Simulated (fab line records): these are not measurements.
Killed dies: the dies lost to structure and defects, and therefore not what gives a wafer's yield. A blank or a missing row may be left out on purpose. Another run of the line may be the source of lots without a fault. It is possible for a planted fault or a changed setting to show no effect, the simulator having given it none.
Which tool did it? / flow nand_harc / 18 wafers from 6 lots sampled at 5 of the route's 1302 steps

WHAT EACH GAUGE READ, for each wafer
NHARC_END_SORT_01.
lot=L773; measured=day 27 18:38; on=prober-01; killed_at_array=39 28 673

TOOL THAT RAN EACH LOT (tool first, then ch and the chambers of the sampled wafers, then the start)
lot=L766; NHARC_A_CHANNEL_HOLE_D2_ETCH_26=har_etch-01 ch 0,1, day 13 17:15; NHARC_A_CHANNEL_FILL_D2_ETCHBACK_20=rie_diel-04 ch 1,2, day 14 20:22; NHARC_A_CHANNEL_FILL_D2_ETCHBACK_08=rie_diel-10 ch 0,2,3, day 15 20:20 or earlier; NHARC_A_CHANNEL_FILL_D2_RTA_24=rtp_anneal-02 ch 0, day 15 20:20
lot=L768; NHARC_A_CHANNEL_HOLE_D2_ETCH_26=har_etch-01 ch 0,1, day 14 23:30; NHARC_A_CHANNEL_FILL_D2_ETCHBACK_20=rie_diel-12 ch 1,2, day 16 01:58; NHARC_A_CHANNEL_FILL_D2_ETCHBACK_08=rie_diel-12 ch 0,2, day 17 01:12 or earlier; NHARC_A_CHANNEL_FILL_D2_RTA_24=rtp_anneal-02 ch 0, day 17 01:12
lot=L773; NHARC_A_CHANNEL_HOLE_D2_ETCH_26=har_etch-01 ch 0,1, day 17 00:55; NHARC_A_CHANNEL_FILL_D2_ETCHBACK_20=rie_diel-10 ch 1,2,3, day 18 05:54; NHARC_A_CHANNEL_FILL_D2_ETCHBACK_08=rie_diel-10 ch 0,1,2, day 19 05:19 or earlier; NHARC_A_CHANNEL_FILL_D2_RTA_24=rtp_anneal-02 ch 0, day 19 05:19
lot=L781; NHARC_A_CHANNEL_HOLE_D2_ETCH_26=har_etch-01 ch 0, day 19 20:43; NHARC_A_CHANNEL_FILL_D2_ETCHBACK_20=rie_diel-04 ch 0,2,3, day 20 22:27; NHARC_A_CHANNEL_FILL_D2_ETCHBACK_08=rie_diel-10 ch 0,3, day 21 21:35 or earlier; NHARC_A_CHANNEL_FILL_D2_RTA_24=rtp_anneal-01 ch 0, day 21 21:35
lot=L784; NHARC_A_CHANNEL_HOLE_D2_ETCH_26=har_etch-01 ch 0,1, day 21 08:14; NHARC_A_CHANNEL_FILL_D2_ETCHBACK_20=rie_diel-04 ch 0,1,3, day 22 10:58; NHARC_A_CHANNEL_FILL_D2_ETCHBACK_08=rie_diel-10 ch 0,1,2, day 23 11:23 or earlier; NHARC_A_CHANNEL_FILL_D2_RTA_24=rtp_anneal-01 ch 0, day 23 11:23
lot=L787; NHARC_A_CHANNEL_HOLE_D2_ETCH_26=har_etch-02 ch 0,1, day 22 15:31; NHARC_A_CHANNEL_FILL_D2_ETCHBACK_20=rie_diel-04 ch 0,3, day 23 18:02; NHARC_A_CHANNEL_FILL_D2_ETCHBACK_08=rie_diel-10 ch 0,2, day 24 17:50 or earlier; NHARC_A_CHANNEL_FILL_D2_RTA_24=rtp_anneal-01 ch 0, day 24 17:50
- NHARC_A_CHANNEL_HOLE_D2_ETCH_26: etches the open film in C4F8/O2/Ar, time 224.1 s, target depth 300 nm.
- NHARC_A_CHANNEL_FILL_D2_ETCHBACK_20: etches the open film in C4F8/O2/Ar, target depth 27 nm, time 13.5 s.
- NHARC_A_CHANNEL_FILL_D2_ETCHBACK_08: etches the open film in C4F8, target depth 220 nm, time 110 s.
- NHARC_A_CHANNEL_FILL_D2_RTA_24: time 5 s.

THE ANSWER, worked out from the rows above alone
Rule: what is usual is taken from the lots themselves. The widest of any qualifying gaps counts: lots, ordered by their means at a reading, are off when they make up no more than a third of the lots, leave a main group of 4 or more, and stand apart from it by 3 or more times the standard deviation of that group's means. A main group whose means are all the same, to the digits that the tables above print for the reading, isn't used. Also off: a lot with no number at a reading for which 4 or more lots have one. All remaining lots with rows at the step are treated as sound.
No lot is off on any of the readings shown, so nothing can be concluded from this.

WHAT THE SIMULATOR PUT IN
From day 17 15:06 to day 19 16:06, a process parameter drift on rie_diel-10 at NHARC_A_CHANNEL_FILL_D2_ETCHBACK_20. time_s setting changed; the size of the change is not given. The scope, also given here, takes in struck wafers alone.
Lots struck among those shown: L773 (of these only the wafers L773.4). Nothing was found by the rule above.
